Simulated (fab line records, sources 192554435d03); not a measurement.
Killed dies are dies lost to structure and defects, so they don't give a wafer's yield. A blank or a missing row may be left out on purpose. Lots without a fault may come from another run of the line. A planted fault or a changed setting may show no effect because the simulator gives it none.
Tool commonality check | flow n5_finfet | 9 lots, 27 wafers sampled

WHY IT WAS OPENED
At N5_WELL_APT_CD_MEAS_08 the reading cd_nm is flagged on 2 of 9 lots. Wafers without a fault read 199.0 nm, standard deviation 2.4.
Rule: a lot is flagged when every wafer of it that has a number lies more than 4 standard deviations from that mean, or none has a number. The other lots count as sound.

lot  | measured    | on        | cd_nm (nm), wafer by wafer | flag
L521 | day 1 13:49 | cd_sem-01 | 194.6 195.2 194.8          |
L527 | day 3 01:43 | cd_sem-03 | 202.1 202.2 200.8          |
L528 | day 3 08:06 | cd_sem-02 | 203.9 201.6 203.4          |
L530 | day 3 19:52 | cd_sem-03 | 199.5 200.3 202.3          |
L531 | day 4 01:41 | cd_sem-01 | 194.4 196.8 196.5          |
L532 | day 4 07:43 | cd_sem-03 | 204.5 201.8 203.1          |
L539 | day 6 01:34 | cd_sem-02 | 181.7 182.5 181.9          | FLAGGED
L540 | day 6 08:22 | cd_sem-01 | 181.9 182.5 183.0          | FLAGGED
L544 | day 7 07:34 | cd_sem-01 | 202.2 199.1 200.8          |
The numbers of the flagged lots are 182.2 nm on average: -16.8 nm against the usual, or -7 standard deviations.

WHICH TOOL RAN EACH LOT
The record holds 1 process step before the reading, out of a route of 1938 steps. In each cell: the tool, then ch and the chambers that the sampled wafers went through, then the start.
lot  | flag    | N5_WELL_APT_PEB_06
L521 |         | litho_track-01 ch 0, day 1 13:41
L527 |         | litho_track-05 ch 0, day 3 01:35
L528 |         | litho_track-04 ch 0, day 3 07:59
L530 |         | litho_track-04 ch 0, day 3 19:45
L531 |         | litho_track-01 ch 0, day 4 01:34
L532 |         | litho_track-04 ch 0, day 4 07:37
L539 | FLAGGED | litho_track-01 ch 0, day 6 01:26
L540 | FLAGGED | litho_track-01 ch 0, day 6 08:15
L544 |         | litho_track-04 ch 0, day 7 07:26
What these steps do:
- N5_WELL_APT_PEB_06: peb time 90 s.
- N5_WELL_APT_CD_MEAS_08: target cd 200 nm.

FLAGGED OVER TOTAL, TOOL BY TOOL (the gauges that took the reading come last)
step                   | tool           | lots run | flagged | share of the flagged lots | sound lots run after its first flagged lot
N5_WELL_APT_PEB_06     | litho_track-01 | 4        | 2       | all                       | 0
N5_WELL_APT_PEB_06     | litho_track-04 | 4        | 0       | none                      | -
N5_WELL_APT_PEB_06     | litho_track-05 | 1        | 0       | none                      | -
N5_WELL_APT_CD_MEAS_08 | cd_sem-01      | 4        | 1       | some                      | 1 (L544)
N5_WELL_APT_CD_MEAS_08 | cd_sem-02      | 2        | 1       | some                      | 0
N5_WELL_APT_CD_MEAS_08 | cd_sem-03      | 3        | 0       | none                      | -

WHAT THE TABLE ALLOWS
1 row of the table ran every flagged lot: litho_track-01 at N5_WELL_APT_PEB_06.
- litho_track-01 at N5_WELL_APT_PEB_06: 2 of its 4 lots flagged. Its last sound lot is L531 (day 4 01:34), its first flagged lot L539 (day 6 01:26): a fault that began between those two fits. Its own readings lie more than 4 standard deviations out on every wafer of the flagged lots: heater_power_total_W, plate_temp_C.
One tool is left: litho_track-01 at N5_WELL_APT_PEB_06.

WHAT THE SIMULATOR HAD PUT IN
Process parameter drift: litho_track-01, from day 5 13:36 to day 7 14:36, at N5_WELL_APT_PEB_06. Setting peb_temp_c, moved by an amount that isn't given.
Lots struck among those shown: L539, L540. The rule above found the same.
